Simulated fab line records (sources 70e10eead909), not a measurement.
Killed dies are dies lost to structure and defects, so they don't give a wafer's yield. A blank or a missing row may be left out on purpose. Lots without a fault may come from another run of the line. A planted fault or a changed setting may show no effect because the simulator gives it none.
Chamber matching    flow nandHarc    NHARC_A_SLIT_ETCH_29 on rieDiel-10 has 4 sister chambers
The step etches the open film in CF4/O2, target depth 100 nm, overetch 10 nm, time 55 s. 4 wafers are shown with their chamber, then 10 later ones without.

== EACH WAFER AND ITS CHAMBER ==
wafer   chamber  drypumpMotorCurrentA (A)
L089.2  2        5.2
L089.5  0        6.2
L092.1  3        6.2
L092.3  1        5.7

== WAFERS MISSING THEIR CHAMBER ==
wafer   drypumpMotorCurrentA (A)
L092.4  6.2
L093.1  5.6
L093.2  6.1
L093.5  5.3
L095.2  6.2
L095.3  6.1
L095.6  6.1
L097.2  5.7
L097.4  6.2
L097.6  5.7

== THE CHAMBER EACH PASSED THROUGH ==
wafer   from the rows above      in truth
L092.4  can't be placed: 0 or 3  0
L093.1  1                        1
L093.2  can't be placed: 0 or 3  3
L093.5  2                        2
L095.2  can't be placed: 0 or 3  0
L095.3  can't be placed: 0 or 3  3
L095.6  can't be placed: 0 or 3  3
L097.2  1                        1
L097.4  can't be placed: 0 or 3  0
L097.6  1                        1
4 of 10 placed correctly. These rows do not allow placing 6 (true chamber among the candidates in 6). Placed wrongly: 0.
How it was worked out, from the rows above alone: a wafer's distance from a chamber is the root of the sum, over the readings, of the square of ((its reading less the chamber's mean) divided by the reading's scatter). The wafer belongs to the nearest chamber; if the next one is less than 2 further off, it can't be placed. Each chamber's mean is taken over the wafers shown for it. The scatter (one wafer shown for each chamber): square how far every hidden wafer sits from the nearest shown wafer, average those squares and take the square root.
